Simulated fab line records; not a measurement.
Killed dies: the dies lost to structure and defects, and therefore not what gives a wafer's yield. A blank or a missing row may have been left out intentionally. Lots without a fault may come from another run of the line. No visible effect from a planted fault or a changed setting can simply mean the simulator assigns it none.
8D (eight disciplines) problem report, filled in by code || flow nandHarc || the parts of the form that need people (team, actions taken, sign-off) are left out

== 1. PROBLEM STATEMENT ==
Wafers with no fault read 200.8 W with a standard deviation of 1.3, whereas heaterPowerTotalW at NHARC_P_ZERO_WELL_SOFTBAKE_06 reads a mean of 222.3 W on 1 wafer of 1 lot. Relative to the usual mean, that is a shift of +17 standard deviations.
The step: time 70 s.
The first sign was on wafer L765.1 at day 5 18:00, on lithoTrack-02. The record holds 38 wafers of 13 lots with a number at this step. Rule for "out", or "out of limits": more than 4 standard deviations from the usual mean. The other wafers with a number count as sound.

== 2. WHAT IT IS, WHAT IT ISN'T ==
{"question": "which readings at this step", "is": "heaterPowerTotalW", "is not": "-"}
{"question": "which lots", "is": "L765", "is not": "L748, L750, L751, L752, L753, L754, L756, L758, L759, L761, L770, L771"}
{"question": "which wafers of those lots", "is": "L765.1", "is not": "L765.5"}
{"question": "read on which tools", "is": "lithoTrack-02", "is not": "lithoTrack-05, lithoTrack-07"}
{"question": "when", "is": "from day 5 18:00", "is not": "up to then (31 sound wafers); but 6 sound wafers of L770, L771 came after"}

== 3. WHAT RULES OUT EACH SUSPECT ==
Counting: a tool at a process step up to the reading stays a suspect if it ran every lot that is out. Sound lots after the first of them don't rule it out here, since some wafers of a struck lot are sound.
- lithoTrack-02 at NHARC_P_ZERO_WELL_SOFTBAKE_06 (time 70 s): kept. L765, the lot that is out, went through it at day 5 18:00; up to then, the latest sound lot through it was L759 at day 4 06:00. Its own heaterPowerTotalW readings are out on those wafers.
Left after counting: lithoTrack-02 at NHARC_P_ZERO_WELL_SOFTBAKE_06.

== 4. THE CAUSE (what the simulator had put in) ==
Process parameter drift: lithoTrack-02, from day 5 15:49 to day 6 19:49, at NHARC_P_ZERO_WELL_SOFTBAKE_06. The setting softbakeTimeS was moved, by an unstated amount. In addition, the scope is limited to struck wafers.
The count eliminated every tool but this one.

== 5. SEQUENCE OF EFFECTS, ordered by route ==
Each row: a reading where the mean over the struck wafers with a number is more than 3 standard deviations away from the usual. Readings are gone through only where the record gives a usual standard deviation; hours: the median, over the lots, of the time from a lot's start at the first step in this table giving one to that lot's start at this step; sigmas: the change measured in usual standard deviations.
{"hours": 0, "step": "NHARC_P_ZERO_WELL_SOFTBAKE_06", "reading": "heaterPowerTotalW", "usual": "200.8 W", "on struck wafers": 222.3, "change": "+21.5", "sigmas": "+17"}
Its process steps:
- NHARC_P_ZERO_WELL_SOFTBAKE_06: time 70 s.

== 6. WHAT WOULD HAVE CAUGHT IT SOONER ==
In this record no reading fell out of limits until day 5 18:00, 2 hours after the fault had begun at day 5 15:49.
